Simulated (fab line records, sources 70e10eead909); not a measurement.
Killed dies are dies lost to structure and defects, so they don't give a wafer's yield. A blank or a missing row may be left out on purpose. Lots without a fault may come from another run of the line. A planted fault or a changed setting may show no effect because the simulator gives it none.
fab line records | flow nand_harc
record lots=6 wafers=18 last_day=33
route steps=1302 shown A_BONDPAD@1211
lots that met no fault: from a run of the same line without faults
start_h: hours from the record's first day to the start of the lot's first wafer shown | wait_h: hours since the lot's step before | " the same as in the row above | L1.1+2: a row that stands for several wafers | - no value, or no start given | * or withheld: withheld | < > ~ a bound
route shown NAME@n: a module of which the file shows steps, and the number in the route of the first | usual: mean/standard deviation of fault-free wafers | same: alike in all rows | chamber/n: place in a boat | sites: the reading at each site | _std_site: their standard deviation | _edge_site: outer sites' mean less inner sites' | radius_mm: how far each site lies from the wafer's centre | mask NAME#n: copy n | behind: the tool/chamber that last shaped the wafer | hold: why the lot was held/for how many hours/how that ended | device: the transistor (n, p or np) that didn't switch | end of line: the same wafers' tests at the end of the route | a step without rows: its recipe alone | killed: dies lost to structure and defects at the first sort, not the wafer's yield | map: a wafer's dies, x killed, . not, _ none there
set.NAME: the setting as run; set.NAME@STEP: as run at that earlier step | model.NAME: the simulator's own value behind a step, which no gauge read
lots at some steps of the route; a table a step, a row a wafer
services: from which hour (start_h, from the record's first day; less than 0 if before it) a tool's chamber was out of use, for how many hours, and why
## steps
# step NHARC_A_BONDPAD_EBR_05
# step NHARC_A_BONDPAD_EXPOSE_06
# recipe na=0.55 dose_mj=36.99 mask_id=A_BPAD
# step NHARC_A_BONDPAD_PEB_07
# recipe peb_temp_c=128 peb_time_s=80
# step NHARC_A_BONDPAD_DEVELOP_08
# recipe time_s=50 dev_temp_c=22
# step NHARC_A_BONDPAD_CD_MEAS_09
# recipe target_cd_nm=500 landing_energy_ev=500
# usual cd_nm=500.9/1.6
# columns lot.wafer tool chamber start_h wait_h cd_nm
L330.4 cd_sem-03 0 567.01 - 500.7
L330.5 " 0 " " 501.5
L330.6 " 0 " " 502.7
L333.2 cd_sem-02 0 573.23 - 500.3
L333.4 " 0 " " 499.6
L333.6 " 0 " " 497.6
L335.2 cd_sem-01 0 598.81 - 503.7
L335.4 " 0 " " 501.9
L335.5 " 0 " " 499.7
L346.1 cd_sem-02 0 711.13 - 500.7
L346.3 " 0 " " 500.4
L346.4 " 0 " " 499.7
L345.1 cd_sem-03 0 713.52 - 499.8
L345.3 " 0 " " 498.9
L345.5 " 0 " " 501.3
L348.1 cd_sem-03 0 746.02 - 499.4
L348.3 " 0 " " 498.4
L348.5 " 0 " " 498.0
# step NHARC_A_BONDPAD_OVL_MEAS_35
# usual overlay_x_nm=-1/5.5 overlay_y_nm=1/5.4
# columns lot.wafer tool chamber start_h wait_h overlay_x_nm overlay_y_nm
L330.4 overlay-02 - 567.09 - -8 2
L330.5 " - " " -7 2
L330.6 " - " " -8 2
L333.2 overlay-02 - 573.32 - -10 1
L333.4 " - " " -10 1
L333.6 " - " " -10 1
L335.2 overlay-02 - 598.89 - -4 -6
L335.4 " - " " -3 -6
L335.5 " - " " -4 -5
L346.1 overlay-02 - 711.22 - 1 8
L346.3 " - " " 1 8
L346.4 " - " " 1 8
L345.1 overlay-01 - 713.61 - -8 -4
L345.3 " - " " -7 -5
L345.5 " - " " -7 -5
L348.1 overlay-02 - 746.11 - 8 1
L348.3 " - " " 9 1
L348.5 " - " " 8 1
# step NHARC_A_BONDPAD_HARDBAKE_10
# recipe temp_c=118 time_s=65
# step NHARC_A_BONDPAD_DESCUM_11
# recipe time_s=3 o2_flow_sccm=200 ar_flow_sccm=0 bias_power_w=0 chemistry=O2
# usual drypump_motor_current_A=5.9/0.54 oes_product_au=0.998/0.0069 rf_vpp_V=57.9/0.85 showerhead_plenum_p_Torr=1.92/0.073 throttle_valve_pct=11.310/0.0086
# columns lot.wafer tool chamber start_h wait_h drypump_motor_current_A oes_product_au rf_hours_counter_h rf_vpp_V showerhead_plenum_p_Torr throttle_valve_pct
L330.4 rie_diel-07 2 567.21 - 5.1 0.993 2 57.5 1.92 11.306
L330.5 " 2 " " 5.0 0.992 - 57.6 1.92 11.308
L330.6 " 3 " " 6.5 0.998 - 57.5 1.89 11.302
L333.4 rie_diel-09 0 573.45 - 6.0 0.999 25 58.5 1.78 11.314
L333.2 " 2 " " 6.1 1.001 23 59.2 2.05 11.305
L333.6 " 0 " " 6.0 0.993 - 56.5 1.78 11.311
L335.2 rie_diel-07 2 599.02 - 5.1 1.000 3 56.7 1.92 11.308
L335.4 " 3 " " 6.5 1.002 3 57.9 1.89 11.311
L335.5 " 2 " " 5.1 0.993 - 57.6 1.92 11.311
L346.1 rie_diel-07 1 711.35 - 5.8 0.989 2 57.7 2.02 11.304
L346.3 " 2 " " 5.0 0.988 1 58.8 1.92 11.315
L346.4 " 3 " " 6.5 0.994 2 58.0 1.89 11.320
L345.1 rie_diel-08 1 713.74 - 6.1 1.006 26 58.1 1.83 11.315
L345.3 " 3 " " 5.8 1.004 27 57.8 1.99 11.322
L345.5 " 0 " " 6.0 1.003 - 58.7 1.96 11.306
L348.1 rie_diel-07 0 746.24 - 6.1 1.007 2 58.3 1.82 11.321
L348.3 " 2 " " 5.0 0.991 2 59.2 1.92 11.308
L348.5 " 0 " " 6.1 0.997 - 57.4 1.82 11.321
# step NHARC_A_BONDPAD_ETCH_34
# recipe target_depth_a=600 overetch_a=180 time_s=65.91 ion_energy_ev=200 n2_flow_sccm=150 h2_flow_sccm=150 ar_flow_sccm=0 rf_w=400 bias_w=150 chemistry=N2/H2
# usual drypump_motor_current_A=5.9/0.51 oes_product_au=0.998/0.0065 rf_vpp_V=430.7/2.4 run_length_s=87.1/0.45 showerhead_plenum_p_Torr=2.05/0.083 throttle_valve_pct=14.171/0.0089
# columns lot.wafer tool chamber start_h wait_h drypump_motor_current_A oes_product_au rf_hours_counter_h rf_vpp_V run_length_s showerhead_plenum_p_Torr throttle_valve_pct
L330.4 rie_diel-07 2 567.30 0.1 5.1 0.994 2 429.8 87.2 2.05 14.187
L330.6 " 1 " " 5.7 0.999 - 433.2 86.8 2.15 14.175
L330.5 " 2 " " 5.1 0.993 - 431.5 87.0 2.05 14.170
L333.4 rie_diel-09 3 573.54 0.1 6.5 0.999 22 430.2 86.3 2.03 14.162
L333.2 " 1 " " 4.7 0.998 26 431.7 87.5 2.04 14.166
L333.6 " 2 " " 6.1 1.004 - 434.3 87.1 2.19 14.160
L335.4 rie_diel-07 3 599.11 0.1 6.5 1.002 3 430.7 87.8 2.01 14.173
L335.2 " 1 " " 5.8 1.006 3 433.3 86.9 2.15 14.163
L335.5 " 2 " " 5.0 0.989 - 430.4 86.9 2.05 14.173
L346.1 rie_diel-07 0 711.43 0.1 6.1 1.011 2 428.8 87.0 1.94 14.174
L346.4 " 1 " " 5.8 1.005 2 433.7 86.7 2.15 14.174
L346.3 " 3 " " 6.6 1.013 2 428.7 88.3 2.01 14.174
L345.3 rie_diel-08 0 713.82 0.1 6.0 1.000 25 431.3 86.8 2.09 14.160
L345.1 " 1 " " 6.1 0.994 26 427.6 87.1 1.95 14.171
L345.5 " 0 " " 6.0 0.993 - 432.3 86.8 2.09 14.168
L348.1 rie_diel-07 1 746.32 0.1 5.8 0.985 3 434.6 86.5 2.15 14.172
L348.3 " 2 " " 5.1 1.001 2 430.5 86.9 2.05 14.163
L348.5 " 1 " " 5.8 0.982 - 434.1 86.8 2.15 14.179
# step NHARC_A_BONDPAD_ETCH_12
# recipe target_depth_a=2200 time_s=110 chf3_flow_sccm=50 o2_flow_sccm=10 ar_flow_sccm=200 rf_w=500 bias_w=200 chemistry=CHF3/O2
# usual drypump_motor_current_A=5.9/0.5 oes_product_au=0.944/0.022 rf_vpp_V=370.6/2.1 run_length_s=131.3/0.43 showerhead_plenum_p_Torr=2.41/0.092 throttle_valve_pct=20.573/0.0097
# columns lot.wafer tool chamber start_h wait_h drypump_motor_current_A oes_product_au rf_hours_counter_h rf_vpp_V run_length_s showerhead_plenum_p_Torr throttle_valve_pct
L330.4 rie_diel-07 0 - - 6.1 0.927 2 368.3 131.2 2.30 20.566
L330.5 " 3 " " 6.5 0.927 - 369.5 131.6 2.37 20.579
L330.6 " 0 " " 6.1 0.933 - 368.1 131.3 2.30 20.569
L333.2 rie_diel-09 3 - - 6.4 0.922 22 370.6 130.9 2.40 20.565
L333.4 " 0 " " 6.0 0.917 25 367.4 131.2 2.24 20.582
L333.6 " 2 " " 6.1 0.929 - 374.2 130.8 2.57 20.596
L335.4 rie_diel-07 0 - - 6.2 0.989 3 368.5 131.2 2.30 20.582
L335.2 " 1 " " 5.7 0.986 3 373.2 130.9 2.53 20.582
L335.5 " 3 " " 6.5 0.968 - 367.9 131.8 2.37 20.561
L346.4 rie_diel-07 0 - - 6.1 0.960 2 368.8 131.0 2.29 20.575
L346.3 " 2 " " 5.1 0.966 1 371.7 131.2 2.41 20.571
L346.1 " 3 " " 6.5 0.964 2 369.9 131.7 2.37 20.566
L345.3 rie_diel-08 2 - - 5.6 0.920 26 372.8 131.1 2.50 20.579
L345.1 " 0 " " 6.0 0.916 25 371.4 131.3 2.46 20.569
L345.5 " 3 " " 5.8 0.920 - 371.4 131.7 2.49 20.568
L348.1 rie_diel-07 1 - - 5.7 0.911 3 372.3 130.5 2.52 20.571
L348.3 " 2 " " 5.1 0.969 2 371.4 131.2 2.41 20.571
L348.5 " 1 " " 5.8 0.923 - 373.2 131.2 2.53 20.580
# step NHARC_A_BONDPAD_CD_MEAS_13
# usual cd_nm=500.3/1.8
# columns lot.wafer tool chamber start_h wait_h cd_nm
L330.4 cd_sem-03 - 567.54 - 500.8
L330.5 " - " " 500.6
L330.6 " - " " 501.5
L333.2 cd_sem-01 - 573.76 - 499.9
L333.4 " - " " 498.5
L333.6 " - " " 498.3
L335.2 cd_sem-02 - 599.33 - 503.1
L335.4 " - " " 500.8
L335.5 " - " " 499.5
L346.1 cd_sem-02 - 711.66 - 500.6
L346.3 " - " " 500.7
L346.4 " - " " 499.5
L345.1 cd_sem-02 - 714.05 - 499.3
L345.3 " - " " 498.1
L345.5 " - " " 499.9
L348.1 cd_sem-03 - 746.55 - 498.2
L348.3 " - " " 498.3
L348.5 " - " " 497.0
# step NHARC_A_BONDPAD_STRIP_15
# recipe o2_flow_sccm=500 ar_flow_sccm=0 bias_w=0 chemistry=O2
# usual drypump_motor_current_A=5.9/0.49 oes_product_au=1.001/0.0073 rf_vpp_V=57.7/0.88 showerhead_plenum_p_Torr=3.54/0.13 throttle_valve_pct=17.036/0.0085
# columns lot.wafer tool chamber start_h wait_h drypump_motor_current_A oes_product_au rf_hours_counter_h rf_vpp_V showerhead_plenum_p_Torr throttle_valve_pct
L330.4 rie_diel-07 0 567.62 0.1 6.1 1.012 2 58.4 3.38 17.044
L330.6 " 3 " " 6.5 0.999 - 57.7 3.49 17.026
L330.5 " 0 " " 6.1 1.011 - 58.0 3.38 17.041
L333.2 rie_diel-07 3 573.83 0.1 6.5 0.996 2 57.8 3.49 17.046
L333.4 " 2 " " 5.1 0.995 2 58.5 3.55 17.032
L333.6 " 3 " " 6.5 0.998 - 59.1 3.49 17.031
L335.2 rie_diel-07 2 599.41 0.1 5.1 0.999 3 57.2 3.55 17.037
L335.4 " 3 " " 6.5 0.999 3 56.8 3.49 17.029
L335.5 " 2 " " 5.0 1.005 - 56.7 3.55 17.041
L346.4 rie_diel-07 0 711.73 0.1 6.2 0.986 2 57.4 3.37 17.012
L346.3 " 2 " " 5.1 0.987 1 56.4 3.54 17.037
L346.1 " 3 " " 6.5 0.987 2 57.9 3.48 17.038
L345.1 rie_diel-07 2 714.16 0.1 5.1 1.002 1 58.5 3.54 17.046
L345.3 " 3 " " 6.5 1.003 2 58.3 3.48 17.029
L345.5 " 1 " " 5.7 0.997 - 57.5 3.71 17.049
L348.1 rie_diel-08 2 746.62 0.1 5.7 1.012 4 58.5 3.67 17.041
L348.3 " 0 " " 6.0 0.997 4 57.7 3.61 17.035
L348.5 " 3 " " 5.8 0.999 - 58.3 3.66 17.040
# step NHARC_A_BONDPAD_ETCH_24
# recipe target_depth_a=300 over_etch_frac=0.3 time_s=72.99 ion_energy_ev=150 cf4_flow_sccm=50 n2_flow_sccm=100 ar_flow_sccm=150 rf_w=300 bias_w=100 chemistry=CF4/N2
# usual drypump_motor_current_A=5.9/0.48 oes_product_au=0.999/0.0078 rf_vpp_V=314.3/2 run_length_s=94.2/0.45 showerhead_plenum_p_Torr=2.63/0.098 throttle_valve_pct=19.795/0.0092
# columns lot.wafer tool chamber start_h wait_h drypump_motor_current_A oes_product_au rf_hours_counter_h rf_vpp_V run_length_s showerhead_plenum_p_Torr throttle_valve_pct
L330.4 rie_diel-07 3 567.78 - 6.5 0.999 2 314.1 94.6 2.59 19.800
L330.6 " 0 " " 6.2 1.008 - 312.0 94.4 2.51 19.799
L330.5 " 1 " " 5.7 1.003 - 316.3 93.6 2.76 19.776
L333.4 rie_diel-07 0 573.99 - 6.1 1.002 3 311.9 93.9 2.51 19.793
L333.2 " 1 " " 5.7 0.997 2 316.9 94.0 2.76 19.797
L333.6 " 0 " " 6.1 1.007 - 312.6 94.2 2.51 19.781
L335.4 rie_diel-07 0 599.56 - 6.2 0.997 3 313.4 94.0 2.51 19.797
L335.2 " 1 " " 5.7 0.991 3 315.8 93.9 2.76 19.795
L335.5 " 1 " " 5.8 0.992 - 317.5 94.0 2.76 19.793
L346.3 rie_diel-07 2 711.88 - 5.0 0.998 1 314.6 93.9 2.64 19.797
L346.1 " 0 " " 6.2 1.002 2 312.0 74.8 2.51 19.788
L346.4 " 1 " " 5.8 1.001 2 316.2 94.0 2.76 19.797
L345.1 rie_diel-07 2 714.28 - 5.0 1.000 1 314.0 93.9 2.64 19.792
L345.3 " 0 " " 6.2 1.008 2 310.5 74.5 2.51 19.810
L345.5 " 1 " " 5.8 0.997 - 315.3 94.2 2.76 19.807
L348.1 rie_diel-08 2 746.77 - 5.6 1.001 4 316.0 94.4 2.73 19.798
L348.3 " 0 " " 6.0 1.000 4 314.8 94.1 2.69 19.784
L348.5 " 3 " " 5.8 1.005 - 316.0 94.7 2.72 19.797
# step NHARC_A_BONDPAD_STRIP_16
# recipe time_s=600 temp_c=30 chemistry=post_etch_residue_remover
## services
# columns tool chamber start_h hours kind
rie_diel-08 - 546.12 9.0 pm
rie_diel-07 0 553.70 - clean
rie_diel-07 1 553.70 - clean
rie_diel-07 2 553.70 - clean
rie_diel-07 3 553.70 - clean
rie_diel-07 0 578.20 - clean
rie_diel-07 1 578.20 - clean
rie_diel-07 2 578.20 - clean
rie_diel-07 3 578.20 - clean
rie_diel-07 0 602.70 - clean
rie_diel-07 1 602.70 - clean
rie_diel-07 2 602.70 - clean
rie_diel-07 3 602.70 - clean
rie_diel-07 0 627.20 - clean
rie_diel-07 1 627.20 - clean
rie_diel-07 2 627.20 - clean
rie_diel-07 - 648.20 9.0 pm
rie_diel-08 2 650.03 5.1 repair
rie_diel-07 - 671.52 0.3 repair
rie_diel-09 - 676.71 9.0 pm
rie_diel-07 2 682.05 21.1 repair
rie_diel-08 0 693.17 7.0 repair
rie_diel-09 0 718.17 5.7 repair
rie_diel-08 - 723.12 9.0 pm
## key
first_sign step=NHARC_A_BONDPAD_ETCH_24 reading=run_length_s direction=down sigmas=44 usual=* struck=*
effect none on later readings
met_at NHARC_A_BONDPAD_ETCH_24
struck_wafers L345.3,L346.1
sort_left_out L345.3,L346.1
onset_between 599.56 711.88
fault kind=process_parameter_drift tool=rie_diel-07 chamber=0 onset_h=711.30 steps=NHARC_A_BONDPAD_ETCH_24 channel=time_s offset=* shape=step end_h=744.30 acts_in=* stated=*
# sort_left_out: the simulated sort isn't trusted on such a fault, so these wafers' sort isn't shown, and their yield isn't known
